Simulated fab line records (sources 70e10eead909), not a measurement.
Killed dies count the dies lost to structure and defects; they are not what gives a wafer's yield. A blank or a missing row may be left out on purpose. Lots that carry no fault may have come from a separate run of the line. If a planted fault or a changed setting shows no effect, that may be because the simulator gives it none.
fab line records    flow nand-harc
[record] lots = 6  wafers = 18  last-day = 24
route steps=1159 shown A_CONTACT@945 END@1159
lots that met no fault: from a run of the same line without faults
start-h: start of the lot's first displayed wafer, in hours after the record's first day    wait-h: hours from the lot's prior step to this one    " repeats the value in the row above    L1.1+2: a single row standing in for several wafers    - no value present, or no start provided    * or withheld: withheld    < > ~ a bound
route shown NAME@n: names a module that has steps shown in the file, with the first one's number in the route    usual: average and standard deviation across the fault-free wafers    same: alike in all rows    chamber/n: place in a boat    sites: each site's reading    _std_site: their standard deviation    _edge_site: outer sites' mean less inner sites'    radius-mm: how far each site lies from the wafer's centre    mask NAME#n: copy n    behind: the tool/chamber that last shaped the wafer    hold: cause of the lot's hold/its duration in hours/its outcome    device: which transistor (n, p or np) failed to switch    end of line: the same wafers' tests at the end of the route    where a step has no rows: the recipe by itself    killed: count of dies lost to structure and defects at first sort (not the wafer's yield)    map: per-die view of a wafer (x killed, . not killed, _ where there is no die)
set.NAME: setting as actually run; set.NAME@STEP: the setting as run at that earlier step    model.NAME: the simulator's own value behind a step, which no gauge read
a table for each step, a row for each wafer; lots at some steps of the route
services: from which hour (start-h, from the record's first day; less than 0 if before it) a tool's chamber was out of use, for how many hours, and why
[[steps]]
[step NHARC_A_CONTACT_ETCH_136]
[recipe] source-w = withheld  pressure-mtorr = 20  bias-v = 3000  time-s = 132  target-depth-a = 12870  ar-flow-sccm = withheld  c4f8-flow-sccm = withheld  o2-flow-sccm = withheld  chemistry = C4F8/O2/Ar
[step NHARC_A_CONTACT_ETCH_137]
[recipe] source-w = withheld  pressure-mtorr = 20  bias-v = 3000  time-s = 132  target-depth-a = 12870  ar-flow-sccm = withheld  c4f8-flow-sccm = withheld  o2-flow-sccm = withheld  chemistry = C4F8/O2/Ar
[same] time-s = 132
lot.wafer  tool             chamber  start-h  wait-h  rf-hours-counter-h
L924.3     har-cap-etch-03  0        384.74   0.1     -
L924.5     "                1        "        "       -
L924.6     "                0        "        "       -
L933.2     har-cap-etch-02  0        443.31   0.1     21
L933.4     "                0        "        "       -
L933.5     "                0        "        "       -
L934.2     har-cap-etch-03  0        462.46   0.1     95
L934.6     "                1        "        "       -
L934.5     "                0        "        "       -
L937.3     har-cap-etch-02  0        462.82   0.1     -
L937.4     "                1        "        "       -
L937.6     "                1        "        "       -
L938.1     har-cap-etch-03  1        471.26   0.1     98
L938.4     "                1        "        "       -
L938.5     "                0        "        "       -
L944.4     har-cap-etch-02  1        514.73   0.1     -
L944.3     "                0        "        "       -
L944.6     "                1        "        "       -
[step NHARC_A_CONTACT_ETCH_138]
[recipe] source-w = withheld  pressure-mtorr = 20  bias-v = 3000  time-s = 132  target-depth-a = 12890  ar-flow-sccm = withheld  c4f8-flow-sccm = withheld  o2-flow-sccm = withheld  chemistry = C4F8/O2/Ar
[step NHARC_A_CONTACT_ETCH_139]
[recipe] source-w = withheld  pressure-mtorr = 20  bias-v = 400  time-s = 137  target-depth-a = 5900  ar-flow-sccm = withheld  c4f8-flow-sccm = 11.5  o2-flow-sccm = 7.2  chemistry = C4F8/O2/Ar
[step NHARC_A_CONTACT_ETCH_92]
[recipe] target-depth-a = 400  over-etch-frac = 0.5  time-s = 85.7  ion-energy-ev = 120  ch3f-flow-sccm = 50  o2-flow-sccm = 30  ar-flow-sccm = 200  rf-w = 500  bias-w = 100  chemistry = CH3F/O2
[usual] ch3f-flow-sccm = 49.99/0.14  drypump-motor-current-A = 5.7/0.46  o2-flow-sccm = 30.00/0.095  oes-product-au = 0.932/0.021  rf-vpp-V = 243.9/2.2  showerhead-plenum-p-Torr = 2.43/0.14  throttle-valve-pct = 20.662/0.0091
[same] time-s = 85.7
lot.wafer  tool         chamber  start-h  wait-h  ch3f-flow-sccm  drypump-motor-current-A  o2-flow-sccm  oes-product-au  rf-hours-counter-h  rf-vpp-V  showerhead-plenum-p-Torr  throttle-valve-pct
L924.3     rie-diel-11  3        385.35   0.3     49.89           5.4                      29.90         0.985           5                   242.4     2.32                      20.670
L924.5     "            1        "        "       49.92           5.5                      30.09         0.989           -                   242.7     2.30                      20.660
L924.6     "            2        "        "       49.80           6.1                      29.96         1.003           -                   241.6     2.29                      20.668
L933.2     rie-diel-10  1        444.01   0.4     49.98           5.3                      29.96         0.943           18                  241.5     2.28                      20.682
L933.4     "            0        "        "       49.91           5.8                      30.16         0.935           19                  244.9     2.42                      20.678
L933.5     "            2        "        "       50.06           6.0                      30.00         0.917           -                   246.3     2.59                      20.670
L934.2     rie-diel-10  0        463.08   0.3     49.92           5.7                      30.00         0.930           24                  243.4     2.41                      20.657
L934.5     "            0        "        "       50.02           5.7                      30.11         0.935           -                   243.2     2.41                      20.680
L934.6     "            1        "        "       50.04           5.3                      29.94         0.941           -                   240.8     2.27                      20.647
L937.3     rie-diel-03  2        463.44   0.3     50.05           5.5                      30.02         0.947           20                  246.4     2.61                      20.646
L937.4     "            1        "        "       49.87           5.2                      29.89         0.939           24                  243.0     2.37                      20.655
L937.6     "            3        "        "       49.71           5.6                      29.98         0.942           -                   245.6     2.65                      20.653
L938.4     rie-diel-11  1        471.90   0.3     49.80           5.5                      30.04         0.907           38                  241.7     2.28                      20.674
L938.1     "            2        "        "       50.01           6.1                      30.06         0.929           37                  241.0     2.28                      20.666
L938.5     "            1        "        "       50.14           5.5                      29.96         0.914           -                   241.6     2.28                      20.668
L944.3     rie-diel-10  2        515.33   0.3     50.21           6.0                      29.84         0.907           33                  247.3     2.58                      20.658
L944.4     "            0        "        "       49.66           5.7                      30.00         0.921           35                  243.8     2.41                      20.677
L944.6     "            2        "        "       50.03           6.1                      29.84         0.900           -                   245.5     2.58                      20.667
[step NHARC_A_CONTACT_ETCH_98]
[recipe] target-depth-a = 200  over-etch-frac = 0.5  time-s = 10  ion-energy-ev = 250  c4f6-flow-sccm = 25  o2-flow-sccm = 20  ar-flow-sccm = 500  rf-w = 600  bias-w = 500  chemistry = C4F6/O2
[usual] c4f6-flow-sccm = 25.01/0.075  drypump-motor-current-A = 5.7/0.46  o2-flow-sccm = 20.00/0.063  oes-product-au = 0.955/0.02  rf-vpp-V = 546/4.5  showerhead-plenum-p-Torr = 3.88/0.22  throttle-valve-pct = 26.902/0.0099
[same] time-s = 10
lot.wafer  tool         chamber  start-h  wait-h  c4f6-flow-sccm  drypump-motor-current-A  o2-flow-sccm  oes-product-au  rf-hours-counter-h  rf-vpp-V  showerhead-plenum-p-Torr  throttle-valve-pct
L924.3     rie-diel-11  3        -        -       24.92           5.3                      20.09         0.977           5                   544       3.71                      26.885
L924.5     "            3        "        "       24.95           5.3                      19.97         0.989           -                   543       3.71                      26.881
L924.6     "            0        "        "       25.08           6.8                      19.95         0.989           -                   553       4.19                      26.912
L933.2     rie-diel-10  3        -        -       24.95           5.2                      19.91         0.956           18                  545       3.83                      26.911
L933.4     "            0        "        "       25.04           5.7                      19.89         0.964           19                  543       3.86                      26.901
L933.5     "            2        "        "       24.98           6.0                      19.99         0.947           -                   552       4.12                      26.899
L934.2     rie-diel-10  0        -        -       25.07           5.7                      20.03         0.965           24                  545       3.86                      26.921
L934.6     "            0        "        "       24.91           5.7                      20.00         0.965           -                   545       3.86                      26.898
L934.5     "            1        "        "       24.98           5.3                      20.03         0.978           -                   542       3.65                      26.894
L937.3     rie-diel-03  2        -        -       24.95           5.5                      19.93         0.958           20                  552       4.14                      26.913
L937.4     "            3        "        "       25.08           5.6                      20.01         0.962           22                  553       4.21                      26.902
L937.6     "            1        "        "       25.03           5.2                      20.02         0.947           -                   545       3.79                      26.906
L938.1     rie-diel-11  3        -        -       25.02           5.3                      19.94         0.916           37                  543       3.69                      26.913
L938.4     "            1        "        "       24.95           5.4                      20.11         0.934           38                  541       3.66                      26.899
L938.5     "            3        "        "       24.94           5.3                      19.93         0.917           -                   542       3.69                      26.920
L944.4     rie-diel-10  3        -        -       25.02           5.2                      19.94         0.963           34                  544       3.82                      26.900
L944.3     "            0        "        "       24.86           5.7                      20.17         0.933           35                  546       3.85                      26.905
L944.6     "            3        "        "       25.07           5.2                      19.94         0.968           -                   544       3.82                      26.896
[step NHARC_A_CONTACT_CD_MEAS_15]
[usual] cd-nm = 89.8/0.71
lot.wafer  tool       chamber  start-h  wait-h  cd-nm
L924.3     cd-sem-01  -        385.55   -       89.6
L924.5     "          -        "        "       89.8
L924.6     "          -        "        "       90.0
L933.2     cd-sem-03  -        444.26   -       89.7
L933.4     "          -        "        "       91.4
L933.5     "          -        "        "       88.9
L934.2     cd-sem-03  -        463.30   -       91.7
L934.5     "          -        "        "       90.7
L934.6     "          -        "        "       90.8
L937.3     cd-sem-02  -        463.67   -       89.5
L937.4     "          -        "        "       89.5
L937.6     "          -        "        "       89.1
L938.1     cd-sem-01  -        472.12   -       89.7
L938.4     "          -        "        "       90.0
L938.5     "          -        "        "       89.8
L944.3     cd-sem-03  -        515.56   -       89.4
L944.4     "          -        "        "       90.9
L944.6     "          -        "        "       89.2
[step NHARC_A_CONTACT_STRIP_107]
[recipe] n2-flow-sccm = 150  h2-flow-sccm = 150  ar-flow-sccm = 0  bias-w = 0  chemistry = N2/H2
[step NHARC_A_CONTACT_STRIP_108]
[recipe] cf4-flow-sccm = 100  chf3-flow-sccm = 30  ar-flow-sccm = 0  bias-w = 0  chemistry = CF4/CHF3
[step NHARC_A_CONTACT_STRIP_109]
[recipe] o2-flow-sccm = 400  cos-flow-sccm = 20  ar-flow-sccm = 0  bias-w = 0  chemistry = O2/COS
[step NHARC_A_CONTACT_ETCH_110]
[recipe] target-depth-a = 500  overetch-a = 50  time-s = 27.5  ion-energy-ev = 100  cf4-flow-sccm = 80  o2-flow-sccm = 20  ar-flow-sccm = 0  rf-w = 300  bias-w = 100  chemistry = CF4/O2
[step NHARC_A_CONTACT_STRIP_26]
[recipe] o2-flow-sccm = 500  ar-flow-sccm = 0  bias-w = 0  chemistry = O2
[usual] chamber-pressure-mTorr = 60.00/0.056  drypump-motor-current-A = 5.7/0.43  o2-flow-sccm = 500.0/1.6  oes-product-au = 1.003/0.019  rf-vpp-V = 57.8/0.96  showerhead-plenum-p-Torr = 3.51/0.19  throttle-valve-pct = 17.037/0.0091
[same] bias-w = 0
lot.wafer  tool         chamber  start-h  wait-h  chamber-pressure-mTorr  drypump-motor-current-A  o2-flow-sccm  oes-product-au  rf-hours-counter-h  rf-vpp-V  showerhead-plenum-p-Torr  throttle-valve-pct
L924.3     rie-diel-10  1        -        -       59.91                   5.3                      501.1         1.032           6                   57.3      3.28                      17.029
L924.5     "            1        "        "       60.06                   5.3                      499.8         1.037           -                   56.1      3.28                      17.050
L924.6     "            2        "        "       59.99                   6.0                      501.9         0.976           -                   58.7      3.72                      17.040
L933.4     rie-diel-10  2        -        -       59.95                   6.1                      498.5         0.978           18                  58.4      3.71                      17.038
L933.2     "            0        "        "       60.08                   5.7                      497.4         1.009           19                  58.7      3.47                      17.022
L933.5     "            1        "        "       60.07                   5.3                      499.6         1.018           -                   58.0      3.28                      17.041
L934.2     rie-diel-10  2        -        -       59.99                   6.1                      500.6         0.973           23                  58.2      3.71                      17.046
L934.6     "            2        "        "       60.06                   6.1                      499.7         0.984           -                   58.3      3.71                      17.034
L934.5     "            3        "        "       59.97                   5.3                      501.7         1.009           -                   57.5      3.44                      17.034
L937.4     rie-diel-11  0        -        -       60.02                   6.8                      499.9         0.979           25                  60.5      3.76                      17.043
L937.3     "            3        "        "       60.00                   5.3                      500.2         0.978           34                  56.5      3.32                      17.052
L937.6     "            1        "        "       59.99                   5.5                      498.9         0.977           -                   57.4      3.29                      17.033
L938.1     rie-diel-03  0        -        -       60.04                   5.7                      498.6         1.014           29                  60.0      3.72                      17.040
L938.4     "            3        "        "       59.98                   5.6                      499.1         1.010           26                  56.9      3.79                      17.064
L938.5     "            1        "        "       60.06                   5.2                      497.8         1.018           -                   57.2      3.41                      17.040
L944.3     rie-diel-10  3        -        -       60.06                   5.2                      500.2         1.005           34                  56.4      3.43                      17.032
L944.4     "            0        "        "       59.98                   5.7                      501.2         1.000           35                  57.7      3.46                      17.057
L944.6     "            3        "        "       60.01                   5.2                      502.7         1.012           -                   57.3      3.43                      17.024
[step NHARC_A_CONTACT_STRIP_27]
[recipe] time-s = 600  temp-c = 30  chemistry = post-etch-residue-remover
[usual] bath-heat-duty-pct = 13.1/1.5  run-length-s = 603.0/1  time-s = 600/0
lot.wafer  tool          chamber  start-h  wait-h  bath-heat-duty-pct  run-length-s  time-s
L924.3     wet-bench-01  4        386.22   -       10.8                603.1         600
L924.5     "             6        "        "       16.9                605.1         600
L924.6     "             1        "        "       13.5                601.5         600
L933.2     wet-bench-03  7        444.95   -       10.6                603.3         600
L933.5     "             0        "        "       10.9                602.6         600
L933.4     "             2        "        "       12.4                601.5         600
L934.6     wet-bench-01  3        464.05   -       -                   -             -
L934.2     "             4        "        "       -                   -             -
L934.5     "             6        "        "       -                   -             -
L937.4     wet-bench-01  5        464.45   -       -                   -             -
L937.3     "             7        "        "       -                   -             -
L937.6     "             1        "        "       -                   -             -
L938.4     wet-bench-03  6        472.80   -       13.8                603.4         600
L938.1     "             0        "        "       12.0                604.1         600
L938.5     "             1        "        "       10.4                603.6         600
L944.6     wet-bench-02  0        516.24   -       14.5                602.6         600
L944.4     "             1        "        "       13.7                603.9         600
L944.3     "             3        "        "       12.7                602.9         600
[step NHARC_A_CONTACT_ALD_18]
[recipe] target-thk-a = 30  pulse-time-s = 1  ald-cycles = 150  temp-c = 450  material = TiN
[usual] heater-power-w = 1070/110  precursor-pulse-height-rel = 1.000/0.021
lot.wafer  tool          chamber  start-h  wait-h  heater-power-w  precursor-pulse-height-rel  since-wet-clean-h
L924.3     ald-metal-02  0        386.54   -       1027            1.019                       13
L924.6     "             2        "        "       1105            0.996                       -
L924.5     "             3        "        "       991             0.979                       -
L933.2     ald-metal-01  1        445.24   -       1056            0.984                       155
L933.4     "             3        "        "       924             1.003                       155
L933.5     "             0        "        "       1084            1.003                       -
L934.2     ald-metal-02  0        464.34   0.3     1059            1.011                       90
L934.5     "             2        "        "       1119            1.026                       -
L934.6     "             3        "        "       1023            0.986                       -
L937.3     ald-metal-04  3        464.77   0.3     1009            1.012                       49
L937.4     "             0        "        "       1243            1.003                       49
L937.6     "             1        "        "       1010            1.009                       -
L938.1     ald-metal-01  3        473.05   -       818             1.011                       5
L938.4     "             0        "        "       1031            0.987                       5
L938.5     "             3        "        "       855             1.002                       -
L944.4     ald-metal-04  2        516.50   -       979             1.013                       101
L944.3     "             1        "        "       1011            0.994                       101
L944.6     "             2        "        "       983             1.004                       -
[step NHARC_END_SORT_01]
[recipe] temp-c = 25
[usual] killed-at-array = 26/8.4  killed-at-other = 0.7/0.97  killed-at-periphery = 3.2/2.2  killed-dies = 30/8.5  killed-open = 3.4/2  killed-short = 2/1.3
[same] gross-dies = 677
lot.wafer  tool       chamber  start-h  wait-h  killed-at-array  killed-at-other  killed-at-periphery  killed-dies  killed-open  killed-short
L937.3     prober-02  0        514.67   3.1     41               3                3                    47           4            3
L937.4     prober-02  0        515.45   3.4     36               1                10                   47           6            4
L937.6     prober-02  0        517.02   3.9     28               5                5                    38           4            4
L938.1     prober-02  0        528.60   2.5     11               0                2                    13           2            0
L938.4     prober-02  0        531.00   3.4     18               0                2                    20           3            3
L938.5     prober-02  0        531.80   3.7     18               1                3                    22           1            2
L944.3     prober-02  0        577.48   3.1     22               0                3                    25           3            4
L944.4     prober-02  0        578.28   3.4     31               1                0                    32           2            3
L944.6     prober-02  0        579.89   4.0     34               0                2                    36           3            0
// killed by level:class
L937.3 A_CHANNEL_HOLE_D1:chamber-film-flake=21 A_STAIRCASE:chamber-film-flake=4 A_CONTACT:chamber-film-flake=4 A_M1:chamber-film-flake=3 THIN_TSV:chamber-film-flake=3 A_CHANNEL_FILL_D1:geometric-particle:short=2 A_CONTACT:geometric-particle:open=2 P_BONDPAD:chamber-film-flake=2
L937.4 A_CHANNEL_HOLE_D1:chamber-film-flake=19 A_M1:chamber-film-flake=5 P_BONDPAD:chamber-film-flake=3 P_GATE:geometric-particle:open=2 A_CONTACT:geometric-particle:open=2 P_GATE:chamber-film-flake=2 A_CONTACT:chamber-film-flake=2 P_GATE:geometric-particle:short=1
L937.6 A_CHANNEL_HOLE_D1:chamber-film-flake=16 THIN_TSV:chamber-film-flake=5 A_STAIRCASE:chamber-film-flake=3 P_GATE:geometric-particle:short=2 A_CONTACT:geometric-particle:open=2 P_BONDPAD:chamber-film-flake=2 P_GATE:geometric-particle:open=1 A_ONON_D1:geometric-particle:short=1
L938.1 A_CHANNEL_HOLE_D1:chamber-film-flake=4 A_STAIRCASE:chamber-film-flake=3 A_CONTACT:chamber-film-flake=3 P_CONTACT:geometric-particle:open=1 A_CONTACT:geometric-particle:open=1 P_GATE:chamber-film-flake=1
L938.4 A_CHANNEL_HOLE_D1:chamber-film-flake=6 A_CONTACT:chamber-film-flake=4 A_WL_FILL:geometric-particle:short=2 A_STAIRCASE:chamber-film-flake=2 A_ONON_D1:geometric-particle:short=1 A_ONON_D1:geometric-particle:open=1 A_CHANNEL_FILL_D1:geometric-particle:open=1 A_WL_FILL:geometric-particle:open=1
L938.5 A_CONTACT:chamber-film-flake=7 A_CHANNEL_HOLE_D1:chamber-film-flake=5 P_BONDPAD:chamber-film-flake=3 A_STAIRCASE:chamber-film-flake=2 A_ONON_D1:geometric-particle:short=1 A_CHANNEL_FILL_D1:geometric-particle:short=1 A_BLC:geometric-particle:open=1 A_SLIT:chamber-film-flake=1
L944.3 A_SLIT:chamber-film-flake=5 A_SGD_CUT:chamber-film-flake=4 A_CONTACT:geometric-particle:short=2 A_CHANNEL_HOLE_D1:chamber-film-flake=2 A_STAIRCASE:chamber-film-flake=2 A_CONTACT:chamber-film-flake=2 P_GATE:geometric-particle:short=1 P_M2:geometric-particle:short=1
L944.4 A_SLIT:chamber-film-flake=14 A_CHANNEL_HOLE_D1:chamber-film-flake=6 A_SGD_CUT:chamber-film-flake=4 A_CHANNEL_FILL_D1:geometric-particle:short=1 A_CHANNEL_FILL_D1:geometric-particle:open=1 A_CONTACT:geometric-particle:open=1 A_M0:geometric-particle:short=1 STARTING-WAFER:geometric-particle:short=1
L944.6 A_SLIT:chamber-film-flake=19 A_CHANNEL_HOLE_D1:chamber-film-flake=4 A_STAIRCASE:chamber-film-flake=4 A_CONTACT:geometric-particle:open=2 P_ZERO_WELL:chamber-film-flake=2 A_SGD_CUT:chamber-film-flake=2 A_SOURCE_PLATE:geometric-particle:open=1 A_ZERO_WELL:chamber-film-flake=1
[[services]]
tool             chamber  start-h  hours  kind
rie-diel-10      0        362.50   -      clean
rie-diel-10      1        362.50   -      clean
rie-diel-10      2        362.50   -      clean
rie-diel-10      3        362.50   -      clean
ald-metal-02     -        364.00   10.0   pm
ald-metal-01     3        366.79   5.5    repair
rie-diel-11      -        368.22   9.0    pm
wet-bench-01     -        370.97   2.9    repair
rie-diel-10      0        387.00   -      clean
rie-diel-10      1        387.00   -      clean
wet-bench-01     -        389.60   8.0    pm
ald-metal-04     -        406.00   10.0   pm
rie-diel-10      1        416.03   3.8    repair
har-cap-etch-03  -        416.76   1.5    repair
rie-diel-11      0        416.98   5.5    repair
ald-metal-01     0        422.12   3.5    repair
rie-diel-11      0        439.12   16.0   repair
ald-metal-04     -        455.55   1.5    repair
ald-metal-02     2        456.19   3.6    repair
ald-metal-01     -        458.00   10.0   pm
rie-diel-03      -        489.57   0.8    repair
ald-metal-02     0        495.46   3.3    repair
wet-bench-03     -        498.53   8.0    pm
har-cap-etch-03  -        514.14   0.7    repair
[[key]]
[first-sign] step = NHARC_A_CONTACT_STRIP_27  reading = tool-record  direction = missing
effect none on later readings
met-at NHARC_A_CONTACT_STRIP_27
struck-wafers L934.2,L934.5,L934.6,L937.3,L937.4,L937.6
tester-left-out L934,L937
onset-between 386.22 464.05
[fault] kind = skipped-step-whole  tool = wet-bench-01  chamber = -  onset-h = 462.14  steps = NHARC_A_CONTACT_STRIP_27  scope = struck-lots-only
// tester-left-out: of these lots the tester's yield and bins aren't shown, on N5 and GAA mostly nor the transistor test; their killed dies are dies lost to structure and defects alone, not to doping, threshold or leakage, so they don't give the yield
